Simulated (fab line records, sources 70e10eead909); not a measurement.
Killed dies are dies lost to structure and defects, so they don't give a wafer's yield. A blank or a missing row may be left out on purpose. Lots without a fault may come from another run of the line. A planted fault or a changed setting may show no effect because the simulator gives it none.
A struck lot beside a sound one | flow nand_harc | 15 steps out of a route of 1302
Sound: wafers L235.2, L235.5, L235.6. Struck: wafers L243.1, L243.2, L243.5. The cause comes at the end.
At each step with rows: each side's tool, then ch and its chambers, then its first start. Under that, the readings that differ: sound wafers | struck wafers | difference of the means | sigmas: that difference in standard deviations of wafers without a fault.
alike: readings whose means differ by less than 2 such deviations, and words and numbers that are the same on both sides. not compared: withheld readings, readings that some wafer has no value for, bounds like >300 that may hide the same value, and numbers for which the record gives no deviation and whose values overlap.
The two part at a step that has a row with sigmas, a row that says differs or no value, or rows on one side only. Numbers that don't overlap but have no deviation are shown without sigmas and don't part them. A reading that every wafer of one side lacks parts them only if that side has two wafers or more.

first, 4 steps without rows for these wafers: NHARC_THIN_TSV_EBR_29; NHARC_THIN_TSV_EXPOSE_30 (exposes mask PAD); NHARC_THIN_TSV_PEB_31 (peb time 85 s); NHARC_THIN_TSV_DEVELOP_32 (time 70 s).
NHARC_THIN_TSV_CD_MEAS_33: target cd 5000 nm.
  sound on cd_sem-01 ch 0, day 26 06:17; struck on cd_sem-02 ch 0, day 30 18:18
  alike: cd_nm
then, 1 step without rows for these wafers: NHARC_THIN_TSV_HARDBAKE_34 (time 80 s).
NHARC_THIN_TSV_DESCUM_35: chemistry O2, time 3 s.
  sound on rie_diel-02 ch 0,1,3, day 26 06:29; struck on rie_diel-11 ch 0,1,3, day 30 18:29
  alike: drypump_motor_current_A, oes_product_au, rf_vpp_V, showerhead_plenum_p_Torr, throttle_valve_pct
  not compared: rf_hours_counter_h
NHARC_THIN_TSV_ETCH_59: etches the open film in Cl2/BCl3, target depth 880 nm, time 138.1 s.
  sound on rie_metal-03 ch 0,1, day 26 06:35; struck on rie_metal-01 ch 0,1, day 30 18:35
  alike: drypump_motor_current_A, oes_product_au, throttle_valve_pct
  not compared: rf_hours_counter_h
NHARC_THIN_TSV_ETCH_36: etches the open film in Cl2/BCl3, target depth 65 nm, time 18.571 s.
  sound on rie_metal-03 ch 0,1, day 26 06:50; struck on rie_metal-01 ch 0,1, day 30 18:50
  alike: drypump_motor_current_A, oes_product_au
  not compared: rf_hours_counter_h
NHARC_THIN_TSV_STRIP_56: strips in O2.
  sound on plasma_asher-01 ch 0,1, day 26 06:59; struck on plasma_asher-01 ch 0,1, day 30 18:56
  alike: drypump_motor_current_A, heater_power_w
  not compared: rf_hours_counter_h
then, 1 step without rows for these wafers: NHARC_THIN_TSV_STRIP_57 (strips in post etch residue remover, time 1200 s).
NHARC_THIN_TSV_CD_MEAS_37:
  sound on cd_sem-03, day 26 07:44; struck on cd_sem-03, day 30 19:44
  alike: cd_nm
NHARC_THIN_TSV_ANNEAL_58: time 1800 s.
  sound on furnace-03 ch 0, day 26 09:25; struck on furnace-08 ch 0, day 30 22:10
  reading               | sound             | struck            | difference | sigmas
  spike_tc_bottom_C (C) | 422.3 421.2 422.9 | 448.4 447.5 448.4 | +26.0      | +15
  spike_tc_centre_C (C) | 401.0 402.8 400.5 | 424.4 426.2 426.3 | +24.2      | +15
  spike_tc_lower_C (C)  | 399.6 399.4 400.3 | 426.6 428.7 426.9 | +27.6      | +28
  spike_tc_top_C (C)    | 424.8 424.5 426.3 | 454.2 452.1 453.0 | +27.9      | +19
  spike_tc_upper_C (C)  | 399.0 400.0 400.2 | 426.6 428.2 426.2 | +27.3      | +28
NHARC_THIN_TSV_INSPECT_40:
  sound on defect_inspect-02, day 26 10:51; struck on defect_inspect-01, day 30 23:36
  alike: raw_defect_count
NHARC_END_SORT_01:
  sound on prober-02 ch 0, day 26 14:42; struck on prober-01 ch 0, day 31 02:34
  alike: defect_limited_yield, killed_at_array, killed_at_other, killed_at_periphery, killed_dies, killed_open, killed_short

WHERE THEY PART
Only at NHARC_THIN_TSV_ANNEAL_58, within this record. Later steps at which nothing parts them and some readings are alike: NHARC_THIN_TSV_INSPECT_40, NHARC_END_SORT_01.

WHY: what the simulator had put in
Process parameter drift: furnace-08, from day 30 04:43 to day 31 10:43, at NHARC_THIN_TSV_ANNEAL_58. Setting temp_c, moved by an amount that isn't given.
